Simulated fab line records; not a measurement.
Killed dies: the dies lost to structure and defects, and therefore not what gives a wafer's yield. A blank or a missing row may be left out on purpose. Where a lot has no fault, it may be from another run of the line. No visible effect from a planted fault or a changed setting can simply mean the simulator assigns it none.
A struck lot beside a sound one	flow nand_harc	15 steps out of a route of 1159
Sound: the wafers L718.3, L718.4, L718.5. Wafers struck: L716.1, L716.4, L716.6. At the end, the cause is stated.
Each step with rows lists, per side, the tool, then ch with its chambers, then its first start. Under that, the readings that differ: sound wafers	struck wafers	difference of the means	sigmas: that difference in standard deviations of wafers without a fault.
alike: readings with means less than 2 such deviations apart, plus words and numbers identical on both sides. not compared: withheld readings, readings lacking a value on some wafer, bounds such as >300 that could conceal the same value, and numbers that have no deviation in the record and whose values overlap.
A row with sigmas, a row that says differs or no value, or rows on one side alone: a step with any of these is where the two part. Numbers that don't overlap but have no deviation are shown without sigmas and don't part them. A reading missing from all wafers of one side parts the sides only when that side holds two or more wafers.

first, 8 steps without rows for these wafers: NHARC_A_CONTACT_COAT_34 (time 75 s); NHARC_A_CONTACT_COAT_35 (time 65 s); NHARC_A_CONTACT_COAT_36 (resist thk 90 nm); NHARC_A_CONTACT_SOFTBAKE_37 (time 55 s); NHARC_A_CONTACT_EBR_38; NHARC_A_CONTACT_EXPOSE_39 (exposes mask A CC 3); NHARC_A_CONTACT_PEB_40 (peb time 65 s); NHARC_A_CONTACT_DEVELOP_41 (develop time 35 s).
NHARC_A_CONTACT_CD_MEAS_42 targets a cd of 200 nm.
  sound on cd_sem-03 ch 0, day 20 15:58; struck on cd_sem-03 ch 0, day 20 21:37
  alike: cd_nm
NHARC_A_CONTACT_OVL_MEAS_43:
  sound: overlay-02 at day 20 16:02; struck: overlay-02 at day 20 21:41
  alike: overlay_x_nm, overlay_y_nm
NHARC_A_CONTACT_INSPECT_44:
  sound: defect_inspect-01 at day 20 16:05; struck: defect_inspect-02 at day 20 21:45
reading	sound	struck	difference	sigmas
raw_defect_count	66 64 53	12 11 14	-49	-3
NHARC_A_CONTACT_DESCUM_47: chemistry O2, time 3 s.
  sound on rie_diel-02 ch 0,1,3, day 20 16:17; struck on rie_diel-12 ch 1,3, day 20 21:49
  alike: drypump_motor_current_A, oes_product_au, rf_vpp_V, showerhead_plenum_p_Torr, throttle_valve_pct
  not compared: rf_hours_counter_h
NHARC_A_CONTACT_ETCH_48: etches the open film in CF4, target depth 39 nm, time 65 s.
  sound on rie_diel-02 ch 0,3, day 20 17:56; struck on rie_diel-12 ch 1,2,3, day 20 21:53
reading	sound	struck	difference	sigmas
oes_product_au (a.u.)	0.997 1.015 1.008	0.863 0.870 0.869	-0.139	-20
  alike: drypump_motor_current_A, rf_vpp_V, showerhead_plenum_p_Torr, throttle_valve_pct
  not compared: rf_hours_counter_h
NHARC_A_CONTACT_ETCH_49: etches the open film in N2/H2, target depth 260 nm, time 475.3 s.
  sound on rie_diel-02 ch 1,2; struck on rie_diel-12 ch 0,1,3
  alike: drypump_motor_current_A, n2_flow_sccm, oes_product_au, rf_vpp_V, showerhead_plenum_p_Torr, throttle_valve_pct
  not compared: rf_hours_counter_h
-- jump in the record: it breaks off in module A_CONTACT and resumes in module END (first step shown: number 1159 of the route), and 3 days separate the struck wafers' starts before and after --
NHARC_END_SORT_01:
  sound on prober-01 ch 0, day 23 20:46; struck on prober-01 ch 0, day 24 05:23
reading	sound	struck	difference	sigmas
killed_at_array	53 49 49	16	-34	-3
killed_dies	58 54 55	17	-39	-3
  alike: killed_at_other, killed_at_periphery, killed_open, killed_short

== WHERE THEY PART ==
First at NHARC_A_CONTACT_INSPECT_44; last, within this record, at NHARC_END_SORT_01.

WHY: whatever the simulator had introduced
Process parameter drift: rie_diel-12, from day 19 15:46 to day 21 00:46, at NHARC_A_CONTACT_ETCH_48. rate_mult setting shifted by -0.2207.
